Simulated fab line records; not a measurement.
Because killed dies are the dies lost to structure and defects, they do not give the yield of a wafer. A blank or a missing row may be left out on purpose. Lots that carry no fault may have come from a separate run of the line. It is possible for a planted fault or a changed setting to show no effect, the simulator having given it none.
Which tool did it? | flow nand-harc | 14 lots with 42 wafers sampled at 4 steps, on a route of 1302 steps

WHAT EACH GAUGE READ, for each wafer
Not one reading of a measure or inspect step in the record can be checked against a usual standard deviation.

TOOL THAT RAN EACH LOT (tool first, then ch and the chambers of the sampled wafers, then the start)
lot  | NHARC_THIN_TSV_STRIP_62              | NHARC_THIN_TSV_PVD_51                   | NHARC_THIN_TSV_ETCH_36            | NHARC_THIN_TSV_STRIP_56
L462 | plasma-asher-01 ch 0,1, day 25 14:11 | pvd-sputter-03, day 25 18:11 or earlier | rie-metal-01 ch 0,1, day 25 18:11 | plasma-asher-01 ch 0,1, day 25 18:20
L461 | plasma-asher-01 ch 0,1, day 25 15:29 | pvd-sputter-03, day 25 19:20 or earlier | rie-metal-03 ch 0,1, day 25 19:20 | plasma-asher-01 ch 0,1, day 25 19:29
L464 | plasma-asher-01 ch 0,1, day 25 17:39 | pvd-sputter-03, day 25 21:29 or earlier | rie-metal-01 ch 0,1, day 25 21:29 | plasma-asher-02 ch 0,1, day 25 21:37
L465 | plasma-asher-02 ch 0,1, day 25 18:53 | pvd-sputter-02, day 25 22:37 or earlier | rie-metal-03 ch 0,1, day 25 22:37 | plasma-asher-02 ch 0,1, day 25 22:45
L467 | plasma-asher-02 ch 0,1, day 25 20:08 | pvd-sputter-03, day 26 00:00 or earlier | rie-metal-02 ch 0,1, day 26 00:00 | plasma-asher-02 ch 0,1, day 26 00:06
L468 | plasma-asher-01 ch 0,1, day 27 20:50 | pvd-sputter-03, day 28 00:44 or earlier | rie-metal-02 ch 1, day 28 00:44   | plasma-asher-01 ch 1, day 28 00:50
L469 | plasma-asher-02 ch 0,1, day 27 22:11 | pvd-sputter-01, day 28 01:53 or earlier | rie-metal-03 ch 0,1, day 28 01:53 | plasma-asher-01 ch 0, day 28 01:59
L470 | plasma-asher-02 ch 0,1, day 28 01:18 | pvd-sputter-02, day 28 05:10 or earlier | rie-metal-02 ch 0, day 28 05:10   | plasma-asher-01 ch 0,1, day 28 05:15
L473 | plasma-asher-02 ch 0,1, day 28 16:37 | pvd-sputter-03, day 28 20:30 or earlier | rie-metal-01 ch 0,1, day 28 20:30 | plasma-asher-02 ch 0,1, day 28 20:36
L472 | plasma-asher-01 ch 0,1, day 29 00:41 | pvd-sputter-03, day 29 04:33 or earlier | rie-metal-02 ch 0,1, day 29 04:33 | plasma-asher-01 ch 0,1, day 29 04:40
L476 | plasma-asher-02 ch 0,1, day 30 08:27 | pvd-sputter-01, day 30 12:18 or earlier | rie-metal-02 ch 0,1, day 30 12:18 | plasma-asher-02 ch 0,1, day 30 12:24
L478 | plasma-asher-02 ch 0,1, day 30 17:25 | pvd-sputter-02, day 30 21:07 or earlier | rie-metal-02 ch 0,1, day 30 21:07 | plasma-asher-01 ch 0,1, day 30 21:13
L479 | plasma-asher-01 ch 0,1, day 30 20:02 | pvd-sputter-01, day 30 23:57 or earlier | rie-metal-02 ch 0,1, day 30 23:57 | plasma-asher-01 ch 0,1, day 31 00:02
L480 | plasma-asher-02 ch 0,1, day 31 09:24 | pvd-sputter-01, day 31 13:14 or earlier | rie-metal-02 ch 0,1, day 31 13:14 | plasma-asher-02 ch 0,1, day 31 13:19
- NHARC_THIN_TSV_STRIP_62: strips in N2/H2, time 20 s.
- NHARC_THIN_TSV_PVD_51: deposits Cu, target thk 100 nm.
- NHARC_THIN_TSV_ETCH_36: etches the open film in Cl2/BCl3, target depth 65 nm, time 18.571 s.
- NHARC_THIN_TSV_STRIP_56: strips in O2.

AS READ BY THE TOOLS THEMSELVES (means over the sampled wafers that have a number; for cases with no such wafer, the mark the record gives instead)
NHARC_THIN_TSV_STRIP_62. Usual: drypump-motor-current-A 5.5 A, standard deviation 0.6; heater-power-w 354 W, standard deviation 40.
lot  | tool            | drypump-motor-current-A (A) | heater-power-w (W) | flag
L462 | plasma-asher-01 | 5.0                         | 340                |
L461 | plasma-asher-01 | 5.0                         | 339                |
L464 | plasma-asher-01 | 5.0                         | 342                |
L465 | plasma-asher-02 | 6.3                         | 371                |
L467 | plasma-asher-02 | 6.2                         | 366                |
L468 | plasma-asher-01 | 5.1                         | 381                |
L469 | plasma-asher-02 | 6.3                         | 353                |
L470 | plasma-asher-02 | 6.2                         | 350                |
L473 | plasma-asher-02 | 5.9                         | 345                |
L472 | plasma-asher-01 | 5.1                         | 376                |
L476 | plasma-asher-02 | 6.3                         | 350                |
L478 | plasma-asher-02 | 6.0                         | 347                |
L479 | plasma-asher-01 | 5.1                         | 370                |
L480 | plasma-asher-02 | 6.0                         | 350                |

NHARC_THIN_TSV_PVD_51. Usual: throttle-valve-pct 30.3 %, standard deviation 1.3.
lot  | tool           | throttle-valve-pct (%) | flag
L462 | pvd-sputter-03 | 30.0                   |
L461 | pvd-sputter-03 | 30.2                   |
L464 | pvd-sputter-03 | 29.6                   |
L465 | pvd-sputter-02 | 30.6                   |
L467 | pvd-sputter-03 | 29.0                   |
L468 | pvd-sputter-03 | 28.7                   |
L469 | pvd-sputter-01 | 29.8                   |
L470 | pvd-sputter-02 | 30.5                   |
L473 | pvd-sputter-03 | 29.8                   |
L472 | pvd-sputter-03 | 30.9                   |
L476 | pvd-sputter-01 | 29.1                   |
L478 | pvd-sputter-02 | 31.3                   |
L479 | pvd-sputter-01 | 29.6                   |
L480 | pvd-sputter-01 | 29.9                   |

NHARC_THIN_TSV_ETCH_36. Usual: drypump-motor-current-A 5.8 A, standard deviation 0.32; oes-product-au 0.995 a.u., standard deviation 0.0087; run-length-s 39.77 s, standard deviation 0.25.
lot  | tool         | drypump-motor-current-A (A) | oes-product-au (a.u.) | run-length-s (s) | flag
L462 | rie-metal-01 | 5.5                         | 1.000                 | 39.80            |
L461 | rie-metal-03 | 5.5                         | 0.993                 | 39.74            |
L464 | rie-metal-01 | 5.7                         | 0.991                 | 39.75            |
L465 | rie-metal-03 | 5.5                         | 0.989                 | 40.05            |
L467 | rie-metal-02 | 6.1                         | 0.994                 | 39.64            |
L468 | rie-metal-02 | 6.2                         | 1.004                 | 39.67            |
L469 | rie-metal-03 | 5.5                         | 0.989                 | 39.91            |
L470 | rie-metal-02 | 5.6                         | 0.994                 | 39.70            |
L473 | rie-metal-01 | 5.7                         | 0.991                 | 39.87            |
L472 | rie-metal-02 | 6.0                         | 0.997                 | 39.71            |
L476 | rie-metal-02 | 6.1                         | 1.003                 | 39.83            |
L478 | rie-metal-02 | 6.0                         | 1.005                 | 39.76            |
L479 | rie-metal-02 | 5.8                         | 0.995                 | 36.92            | OFF
L480 | rie-metal-02 | 5.8                         | 0.993                 | 36.88            | OFF

NHARC_THIN_TSV_STRIP_56. Usual: drypump-motor-current-A 5.6 A, standard deviation 0.61; heater-power-w 354 W, standard deviation 38.
lot  | tool            | drypump-motor-current-A (A) | heater-power-w (W) | flag
L462 | plasma-asher-01 | 5.1                         | 372                |
L461 | plasma-asher-01 | 5.1                         | 378                |
L464 | plasma-asher-02 | 6.0                         | 359                |
L465 | plasma-asher-02 | 5.9                         | 354                |
L467 | plasma-asher-02 | 6.3                         | 367                |
L468 | plasma-asher-01 | 5.1                         | 416                |
L469 | plasma-asher-01 | 5.0                         | 307                |
L470 | plasma-asher-01 | 5.1                         | 380                |
L473 | plasma-asher-02 | 6.3                         | 352                |
L472 | plasma-asher-01 | 5.0                         | 339                |
L476 | plasma-asher-02 | 6.3                         | 348                |
L478 | plasma-asher-01 | 5.1                         | 371                |
L479 | plasma-asher-01 | 5.1                         | 370                |
L480 | plasma-asher-02 | 6.2                         | 349                |

THE ANSWER, worked out from the rows above alone
Rule: a lot is off if the mean of its wafers that have a number lies more than 3 standard deviations from the usual mean. Also off: a lot with no number at a reading for which 4 or more lots have one. The other lots that the step has rows for count as sound. After the gauges, taken in route order, come the tools' own readings; for these a lot's mean is taken, as printed above. The first step at which some lot is off is used, and at that step the reading that is off furthest; a lot without a number counts as furthest.
Off at NHARC_THIN_TSV_ETCH_36 (run-length-s): L479, L480.
If a tool, at that step or one of the process steps before it, ran each lot that is off and ran no sound lot following the first of them, it fits. Because NHARC_THIN_TSV_PVD_51 lacks a start for some lots, the hours and order of its lots are taken from NHARC_THIN_TSV_ETCH_36. Undecided on this evidence; 2 tools fit (pvd-sputter-01 at NHARC_THIN_TSV_PVD_51, rie-metal-02 at NHARC_THIN_TSV_ETCH_36).

WHAT THE SIMULATOR HAD PUT IN
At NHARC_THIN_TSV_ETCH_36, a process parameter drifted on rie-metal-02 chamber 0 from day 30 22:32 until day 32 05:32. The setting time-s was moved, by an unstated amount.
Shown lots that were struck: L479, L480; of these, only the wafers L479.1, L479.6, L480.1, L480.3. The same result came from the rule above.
